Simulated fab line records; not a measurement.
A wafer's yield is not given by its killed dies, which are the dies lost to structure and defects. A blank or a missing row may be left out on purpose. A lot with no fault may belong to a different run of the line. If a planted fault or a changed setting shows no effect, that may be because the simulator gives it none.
Chamber matching -- flow n5Finfet -- N5_GATE_CUT_SAC_CAP_01 on aldSin-02: 4 sister chambers
The step material SiNx, target thk 24 nm, pulse time 1 s, ald cycles 480. 20 wafers are shown with their chamber, then 10 later ones without.

## WAFERS, EACH WITH ITS CHAMBER
wafer,chamber,heaterPowerW (W),precursorPulseHeightRel
L074.2,0,896,0.963
L074.3,1,811,0.970
L074.4,2,857,1.005
L075.1,2,874,0.975
L075.2,1,812,1.012
L075.5,1,815,1.020
L076.2,2,879,0.993
L076.4,0,896,1.025
L076.5,3,942,1.041
L077.3,2,853,0.987
L077.5,0,915,1.018
L077.6,1,822,0.989
L078.1,0,890,0.999
L078.4,2,845,1.010
L078.5,1,824,0.998
L081.1,1,833,1.006
L081.2,3,914,1.019
L081.3,2,847,1.023
L084.1,2,835,0.990
L084.3,3,931,1.018

SIGNATURES, as means of the wafers listed above
reading,chamber 0,chamber 1,chamber 2,chamber 3,scatter within a chamber
heaterPowerW,899.25,819.50,855.71,929.00,12.8
precursorPulseHeightRel,1.00125,0.99917,0.99757,1.02600,0.0191
Rule: for each reading, subtract the chamber's mean from the wafer's reading, divide by that reading's scatter and square the result; add these up over the readings and take the root, which gives the wafer's distance from the chamber. The wafer belongs to the nearest chamber; if the next one is less than 2 further off, it can't be placed. The scatter: take each reading less its chamber's mean, square it, sum over the shown wafers, divide by the number of wafers less the number of chambers, and take the root.

## WAFERS MISSING THEIR CHAMBER
wafer,heaterPowerW (W),precursorPulseHeightRel
L084.6,910,1.004
L085.2,909,0.991
L085.5,831,1.032
L085.6,893,0.998
L095.1,962,0.994
L095.2,886,0.987
L095.3,818,1.004
L096.1,946,1.028
L096.3,822,0.999
L096.4,738,1.022

## CHAMBER TAKEN BY EACH
wafer,from the rows above,in truth
L084.6,can't be placed: 0 or 3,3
L085.2,can't be placed: 0 or 3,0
L085.5,can't be placed: 1 or 2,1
L085.6,0,0
L095.1,can't be placed: 3 or 0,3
L095.2,can't be placed: 0 or 2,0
L095.3,1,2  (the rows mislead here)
L096.1,3,3
L096.3,1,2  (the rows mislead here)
L096.4,1,1
3 of 10 placed correctly. Cannot be placed on the basis of these rows: 5; the candidates contain the true chamber in 5. 2 placed wrongly.
